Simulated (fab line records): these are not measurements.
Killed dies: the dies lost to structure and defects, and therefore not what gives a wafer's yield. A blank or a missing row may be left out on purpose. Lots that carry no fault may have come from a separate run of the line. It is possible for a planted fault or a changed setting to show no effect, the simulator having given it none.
Which tool did it? / flow nand-harc / 45 wafers from 15 lots sampled at 4 of the route's 1159 steps

== WHAT THE GAUGES READ, wafer by wafer ==
The record holds no reading of a measuring or inspecting step that can be judged against a usual standard deviation.

== WHAT TOOL EACH LOT RAN ON (gives the tool, then ch and the chambers of the sampled wafers, and finally the start) ==
lot=L199; NHARC_P_ZERO_WELL_PEB_35=litho-track-03 ch 0, day 1 21:11; NHARC_P_ZERO_WELL_RTA_42=rtp-anneal-02 ch 0, day 1 23:56; NHARC_P_GATE_DESCUM_61=rie-diel-03 ch 1,3, day 5 09:41; NHARC_P_GATE_RTA_82=rtp-anneal-02 ch 0, day 5 14:23
lot=L200; NHARC_P_ZERO_WELL_PEB_35=litho-track-03 ch 0, day 1 21:53; NHARC_P_ZERO_WELL_RTA_42=rtp-anneal-02 ch 0, day 2 00:37; NHARC_P_GATE_DESCUM_61=rie-diel-12 ch 0,2,3, day 5 10:23; NHARC_P_GATE_RTA_82=rtp-anneal-01 ch 0, day 5 14:47
lot=L201; NHARC_P_ZERO_WELL_PEB_35=litho-track-03 ch 0, day 2 04:02; NHARC_P_ZERO_WELL_RTA_42=rtp-anneal-01 ch 0, day 2 06:55; NHARC_P_GATE_DESCUM_61=rie-diel-12 ch 0,3, day 5 16:31; NHARC_P_GATE_RTA_82=rtp-anneal-01 ch 0, day 5 20:58
lot=L206; NHARC_P_ZERO_WELL_PEB_35=litho-track-07, day 3 09:50; NHARC_P_ZERO_WELL_RTA_42=rtp-anneal-01 ch 0, day 3 12:44; NHARC_P_GATE_DESCUM_61=-; NHARC_P_GATE_RTA_82=-
lot=L207; NHARC_P_ZERO_WELL_PEB_35=litho-track-07, day 3 15:55; NHARC_P_ZERO_WELL_RTA_42=rtp-anneal-02 ch 0, day 3 18:39; NHARC_P_GATE_DESCUM_61=-; NHARC_P_GATE_RTA_82=-
lot=L208; NHARC_P_ZERO_WELL_PEB_35=litho-track-02, day 3 22:05; NHARC_P_ZERO_WELL_RTA_42=rtp-anneal-01 ch 0, day 4 00:56; NHARC_P_GATE_DESCUM_61=-; NHARC_P_GATE_RTA_82=-
lot=L211; NHARC_P_ZERO_WELL_PEB_35=litho-track-03 ch 0, day 4 16:01; NHARC_P_ZERO_WELL_RTA_42=rtp-anneal-02 ch 0, day 4 18:53; NHARC_P_GATE_DESCUM_61=rie-diel-12 ch 0,1,2, day 8 13:06; NHARC_P_GATE_RTA_82=rtp-anneal-02 ch 0, day 8 17:48
lot=L214; NHARC_P_ZERO_WELL_PEB_35=litho-track-03 ch 0, day 5 09:53; NHARC_P_ZERO_WELL_RTA_42=rtp-anneal-01 ch 0, day 5 13:05; NHARC_P_GATE_DESCUM_61=rie-diel-03 ch 0,1,3, day 9 02:51; NHARC_P_GATE_RTA_82=rtp-anneal-02 ch 0, day 9 07:29
lot=L215; NHARC_P_ZERO_WELL_PEB_35=litho-track-02 ch 0, day 5 15:53; NHARC_P_ZERO_WELL_RTA_42=rtp-anneal-02 ch 0, day 5 18:46; NHARC_P_GATE_DESCUM_61=rie-diel-12 ch 0,1,2, day 9 09:45; NHARC_P_GATE_RTA_82=rtp-anneal-02 ch 0, day 9 14:48
lot=L216; NHARC_P_ZERO_WELL_PEB_35=litho-track-02 ch 0, day 5 22:00; NHARC_P_ZERO_WELL_RTA_42=rtp-anneal-01 ch 0, day 6 00:52; NHARC_P_GATE_DESCUM_61=rie-diel-03 ch 0,1,3, day 9 09:02; NHARC_P_GATE_RTA_82=rtp-anneal-02 ch 0, day 9 13:51
lot=L217; NHARC_P_ZERO_WELL_PEB_35=litho-track-02 ch 0, day 6 04:04; NHARC_P_ZERO_WELL_RTA_42=rtp-anneal-01 ch 0, day 6 06:58; NHARC_P_GATE_DESCUM_61=rie-diel-03 ch 1,3, day 9 21:50; NHARC_P_GATE_RTA_82=rtp-anneal-02 ch 0, day 10 02:13
lot=L218; NHARC_P_ZERO_WELL_PEB_35=litho-track-02 ch 0, day 6 10:16; NHARC_P_ZERO_WELL_RTA_42=rtp-anneal-02 ch 0, day 6 13:12; NHARC_P_GATE_DESCUM_61=rie-diel-06 ch 0,2,3, day 9 20:25; NHARC_P_GATE_RTA_82=rtp-anneal-02 ch 0, day 10 00:59
lot=L219; NHARC_P_ZERO_WELL_PEB_35=litho-track-02 ch 0, day 6 16:23; NHARC_P_ZERO_WELL_RTA_42=rtp-anneal-02 ch 0, day 6 19:28; NHARC_P_GATE_DESCUM_61=rie-diel-03 ch 0,2,3, day 10 08:26; NHARC_P_GATE_RTA_82=rtp-anneal-02 ch 0, day 10 13:21
lot=L221; NHARC_P_ZERO_WELL_PEB_35=litho-track-03 ch 0, day 7 04:02; NHARC_P_ZERO_WELL_RTA_42=rtp-anneal-01 ch 0, day 7 06:55; NHARC_P_GATE_DESCUM_61=rie-diel-03 ch 1,2,3, day 11 00:02; NHARC_P_GATE_RTA_82=rtp-anneal-02 ch 0, day 11 04:31
lot=L222; NHARC_P_ZERO_WELL_PEB_35=litho-track-07 ch 0, day 7 10:02; NHARC_P_ZERO_WELL_RTA_42=rtp-anneal-01 ch 0, day 7 13:01; NHARC_P_GATE_DESCUM_61=rie-diel-03 ch 0,2, day 11 00:12; NHARC_P_GATE_RTA_82=rtp-anneal-01 ch 0, day 11 04:58
- NHARC_P_ZERO_WELL_PEB_35: peb time 85 s.
- NHARC_P_ZERO_WELL_RTA_42: time 300 s.
- NHARC_P_GATE_DESCUM_61: chemistry O2, time 3 s.
- NHARC_P_GATE_RTA_82: time 30 s.

== AS READ BY THE TOOLS THEMSELVES (means over the sampled wafers that have a number; for cases with no such wafer, the mark the record gives instead) ==
NHARC_P_ZERO_WELL_PEB_35. Usual: chill-plate-temp-C 23.00 C, standard deviation 0.11; exhaust-pa 44.9 Pa, standard deviation 0.93.
lot=L199; tool=litho-track-03; chill-plate-temp-C (C)=23.04; exhaust-pa (Pa)=45.0; flag=
lot=L200; tool=litho-track-03; chill-plate-temp-C (C)=23.00; exhaust-pa (Pa)=45.2; flag=
lot=L201; tool=litho-track-03; chill-plate-temp-C (C)=22.96; exhaust-pa (Pa)=44.2; flag=
lot=L206; tool=litho-track-07; chill-plate-temp-C (C)=-; exhaust-pa (Pa)=-; flag=OFF
lot=L207; tool=litho-track-07; chill-plate-temp-C (C)=-; exhaust-pa (Pa)=-; flag=OFF
lot=L208; tool=litho-track-02; chill-plate-temp-C (C)=-; exhaust-pa (Pa)=-; flag=OFF
lot=L211; tool=litho-track-03; chill-plate-temp-C (C)=23.02; exhaust-pa (Pa)=44.2; flag=
lot=L214; tool=litho-track-03; chill-plate-temp-C (C)=23.15; exhaust-pa (Pa)=44.9; flag=
lot=L215; tool=litho-track-02; chill-plate-temp-C (C)=23.00; exhaust-pa (Pa)=43.2; flag=
lot=L216; tool=litho-track-02; chill-plate-temp-C (C)=23.07; exhaust-pa (Pa)=44.0; flag=
lot=L217; tool=litho-track-02; chill-plate-temp-C (C)=23.00; exhaust-pa (Pa)=45.3; flag=
lot=L218; tool=litho-track-02; chill-plate-temp-C (C)=22.91; exhaust-pa (Pa)=44.8; flag=
lot=L219; tool=litho-track-02; chill-plate-temp-C (C)=22.91; exhaust-pa (Pa)=45.3; flag=
lot=L221; tool=litho-track-03; chill-plate-temp-C (C)=23.04; exhaust-pa (Pa)=45.1; flag=
lot=L222; tool=litho-track-07; chill-plate-temp-C (C)=22.93; exhaust-pa (Pa)=44.8; flag=

NHARC_P_ZERO_WELL_RTA_42. Usual: lamp-power-pct 34.2 %, standard deviation 1.8; lamp_zone_3_pct 34.2 %, standard deviation 1.8; lamp_zone_6_pct 34.2 %, standard deviation 1.8; wafer_temp_C_max 1104.6, standard deviation 1.
lot=L199; tool=rtp-anneal-02; lamp-power-pct (%)=36.2; lamp_zone_3_pct (%)=36.2; lamp_zone_6_pct (%)=36.1; wafer_temp_C_max=1104.4; flag=
lot=L200; tool=rtp-anneal-02; lamp-power-pct (%)=36.2; lamp_zone_3_pct (%)=36.2; lamp_zone_6_pct (%)=36.2; wafer_temp_C_max=1104.6; flag=
lot=L201; tool=rtp-anneal-01; lamp-power-pct (%)=32.6; lamp_zone_3_pct (%)=32.6; lamp_zone_6_pct (%)=32.6; wafer_temp_C_max=1105.2; flag=
lot=L206; tool=rtp-anneal-01; lamp-power-pct (%)=32.6; lamp_zone_3_pct (%)=32.5; lamp_zone_6_pct (%)=32.5; wafer_temp_C_max=1104.4; flag=
lot=L207; tool=rtp-anneal-02; lamp-power-pct (%)=36.2; lamp_zone_3_pct (%)=36.2; lamp_zone_6_pct (%)=36.2; wafer_temp_C_max=1104.5; flag=
lot=L208; tool=rtp-anneal-01; lamp-power-pct (%)=32.6; lamp_zone_3_pct (%)=32.6; lamp_zone_6_pct (%)=32.6; wafer_temp_C_max=1104.7; flag=
lot=L211; tool=rtp-anneal-02; lamp-power-pct (%)=36.2; lamp_zone_3_pct (%)=36.2; lamp_zone_6_pct (%)=36.1; wafer_temp_C_max=1104.7; flag=
lot=L214; tool=rtp-anneal-01; lamp-power-pct (%)=32.6; lamp_zone_3_pct (%)=32.6; lamp_zone_6_pct (%)=32.6; wafer_temp_C_max=1105.0; flag=
lot=L215; tool=rtp-anneal-02; lamp-power-pct (%)=36.3; lamp_zone_3_pct (%)=36.2; lamp_zone_6_pct (%)=36.2; wafer_temp_C_max=1105.2; flag=
lot=L216; tool=rtp-anneal-01; lamp-power-pct (%)=32.6; lamp_zone_3_pct (%)=32.6; lamp_zone_6_pct (%)=32.6; wafer_temp_C_max=1106.1; flag=
lot=L217; tool=rtp-anneal-01; lamp-power-pct (%)=32.5; lamp_zone_3_pct (%)=32.5; lamp_zone_6_pct (%)=32.5; wafer_temp_C_max=1104.6; flag=
lot=L218; tool=rtp-anneal-02; lamp-power-pct (%)=36.2; lamp_zone_3_pct (%)=36.2; lamp_zone_6_pct (%)=36.2; wafer_temp_C_max=1105.2; flag=
lot=L219; tool=rtp-anneal-02; lamp-power-pct (%)=36.3; lamp_zone_3_pct (%)=36.3; lamp_zone_6_pct (%)=36.2; wafer_temp_C_max=1104.4; flag=
lot=L221; tool=rtp-anneal-01; lamp-power-pct (%)=32.6; lamp_zone_3_pct (%)=32.6; lamp_zone_6_pct (%)=32.5; wafer_temp_C_max=1104.2; flag=
lot=L222; tool=rtp-anneal-01; lamp-power-pct (%)=32.6; lamp_zone_3_pct (%)=32.6; lamp_zone_6_pct (%)=32.5; wafer_temp_C_max=1104.9; flag=

NHARC_P_GATE_DESCUM_61. Usual: drypump-motor-current-A 5.7 A, standard deviation 0.41; oes-product-au 1.001 a.u., standard deviation 0.01; rf-vpp-V 57.8 V, standard deviation 0.96; showerhead-plenum-p-Torr 1.90 Torr, standard deviation 0.074; throttle-valve-pct 11.311 %, standard deviation 0.0096.
lot=L199; tool=rie-diel-03; drypump-motor-current-A (A)=5.7; oes-product-au (a.u.)=1.016; rf-vpp-V (V)=57.7; showerhead-plenum-p-Torr (Torr)=1.90; throttle-valve-pct (%)=11.317; flag=
lot=L200; tool=rie-diel-12; drypump-motor-current-A (A)=5.4; oes-product-au (a.u.)=0.996; rf-vpp-V (V)=58.0; showerhead-plenum-p-Torr (Torr)=1.91; throttle-valve-pct (%)=11.302; flag=
lot=L201; tool=rie-diel-12; drypump-motor-current-A (A)=5.4; oes-product-au (a.u.)=0.989; rf-vpp-V (V)=58.7; showerhead-plenum-p-Torr (Torr)=1.91; throttle-valve-pct (%)=11.297; flag=
lot=L211; tool=rie-diel-12; drypump-motor-current-A (A)=5.7; oes-product-au (a.u.)=0.999; rf-vpp-V (V)=58.2; showerhead-plenum-p-Torr (Torr)=1.95; throttle-valve-pct (%)=11.310; flag=
lot=L214; tool=rie-diel-03; drypump-motor-current-A (A)=5.9; oes-product-au (a.u.)=0.997; rf-vpp-V (V)=57.9; showerhead-plenum-p-Torr (Torr)=1.87; throttle-valve-pct (%)=11.316; flag=
lot=L215; tool=rie-diel-12; drypump-motor-current-A (A)=5.7; oes-product-au (a.u.)=0.993; rf-vpp-V (V)=58.8; showerhead-plenum-p-Torr (Torr)=1.94; throttle-valve-pct (%)=11.306; flag=
lot=L216; tool=rie-diel-03; drypump-motor-current-A (A)=5.9; oes-product-au (a.u.)=1.000; rf-vpp-V (V)=56.7; showerhead-plenum-p-Torr (Torr)=1.87; throttle-valve-pct (%)=11.313; flag=
lot=L217; tool=rie-diel-03; drypump-motor-current-A (A)=5.7; oes-product-au (a.u.)=0.999; rf-vpp-V (V)=57.7; showerhead-plenum-p-Torr (Torr)=1.90; throttle-valve-pct (%)=11.319; flag=
lot=L218; tool=rie-diel-06; drypump-motor-current-A (A)=5.8; oes-product-au (a.u.)=1.008; rf-vpp-V (V)=58.0; showerhead-plenum-p-Torr (Torr)=1.95; throttle-valve-pct (%)=11.315; flag=
lot=L219; tool=rie-diel-03; drypump-motor-current-A (A)=5.7; oes-product-au (a.u.)=1.010; rf-vpp-V (V)=57.1; showerhead-plenum-p-Torr (Torr)=1.82; throttle-valve-pct (%)=11.324; flag=
lot=L221; tool=rie-diel-03; drypump-motor-current-A (A)=5.5; oes-product-au (a.u.)=1.005; rf-vpp-V (V)=57.8; showerhead-plenum-p-Torr (Torr)=1.85; throttle-valve-pct (%)=11.317; flag=
lot=L222; tool=rie-diel-03; drypump-motor-current-A (A)=6.0; oes-product-au (a.u.)=1.000; rf-vpp-V (V)=56.9; showerhead-plenum-p-Torr (Torr)=1.84; throttle-valve-pct (%)=11.309; flag=

NHARC_P_GATE_RTA_82. Usual: lamp-power-pct 3.76 %, standard deviation 0.19; lamp_zone_3_pct 3.76 %, standard deviation 0.19; lamp_zone_6_pct 3.73 %, standard deviation 0.19; wafer_temp_C_max 451.9, standard deviation 0.38.
lot=L199; tool=rtp-anneal-02; lamp-power-pct (%)=3.90; lamp_zone_3_pct (%)=3.90; lamp_zone_6_pct (%)=3.87; wafer_temp_C_max=452.0; flag=
lot=L200; tool=rtp-anneal-01; lamp-power-pct (%)=3.51; lamp_zone_3_pct (%)=3.51; lamp_zone_6_pct (%)=3.49; wafer_temp_C_max=451.8; flag=
lot=L201; tool=rtp-anneal-01; lamp-power-pct (%)=3.51; lamp_zone_3_pct (%)=3.51; lamp_zone_6_pct (%)=3.48; wafer_temp_C_max=452.0; flag=
lot=L211; tool=rtp-anneal-02; lamp-power-pct (%)=3.90; lamp_zone_3_pct (%)=3.91; lamp_zone_6_pct (%)=3.87; wafer_temp_C_max=451.7; flag=
lot=L214; tool=rtp-anneal-02; lamp-power-pct (%)=3.90; lamp_zone_3_pct (%)=3.90; lamp_zone_6_pct (%)=3.87; wafer_temp_C_max=452.1; flag=
lot=L215; tool=rtp-anneal-02; lamp-power-pct (%)=3.91; lamp_zone_3_pct (%)=3.90; lamp_zone_6_pct (%)=3.87; wafer_temp_C_max=451.5; flag=
lot=L216; tool=rtp-anneal-02; lamp-power-pct (%)=3.90; lamp_zone_3_pct (%)=3.91; lamp_zone_6_pct (%)=3.88; wafer_temp_C_max=451.2; flag=
lot=L217; tool=rtp-anneal-02; lamp-power-pct (%)=3.90; lamp_zone_3_pct (%)=3.90; lamp_zone_6_pct (%)=3.88; wafer_temp_C_max=452.0; flag=
lot=L218; tool=rtp-anneal-02; lamp-power-pct (%)=3.90; lamp_zone_3_pct (%)=3.90; lamp_zone_6_pct (%)=3.87; wafer_temp_C_max=451.8; flag=
lot=L219; tool=rtp-anneal-02; lamp-power-pct (%)=3.91; lamp_zone_3_pct (%)=3.91; lamp_zone_6_pct (%)=3.87; wafer_temp_C_max=451.9; flag=
lot=L221; tool=rtp-anneal-02; lamp-power-pct (%)=3.90; lamp_zone_3_pct (%)=3.91; lamp_zone_6_pct (%)=3.87; wafer_temp_C_max=451.6; flag=
lot=L222; tool=rtp-anneal-01; lamp-power-pct (%)=3.51; lamp_zone_3_pct (%)=3.51; lamp_zone_6_pct (%)=3.48; wafer_temp_C_max=452.0; flag=

== THE ANSWER, worked out from the rows above alone ==
Rule: take the mean of a lot's wafers that have a number; if it is more than 3 standard deviations from the usual mean, the lot is off. A lot without any number at a reading at which 4 lots or more have one is off too. All remaining lots with rows at the step are treated as sound. Order of review: gauges by route order, followed by the tools' own readings, for which a lot's mean as printed above is used. The first step at which some lot is off is used, and at that step the reading that is off furthest; a lot without a number counts as furthest.
Off at NHARC_P_ZERO_WELL_PEB_35 (chill-plate-temp-C): L206, L207, L208. Without a number there: L206, L207, L208.
A tool fits if, at that step or a process step before it, it ran every lot that is off, and no sound lot after the first of them. Of those tried, none fits.

== WHAT THE SIMULATOR PUT IN ==
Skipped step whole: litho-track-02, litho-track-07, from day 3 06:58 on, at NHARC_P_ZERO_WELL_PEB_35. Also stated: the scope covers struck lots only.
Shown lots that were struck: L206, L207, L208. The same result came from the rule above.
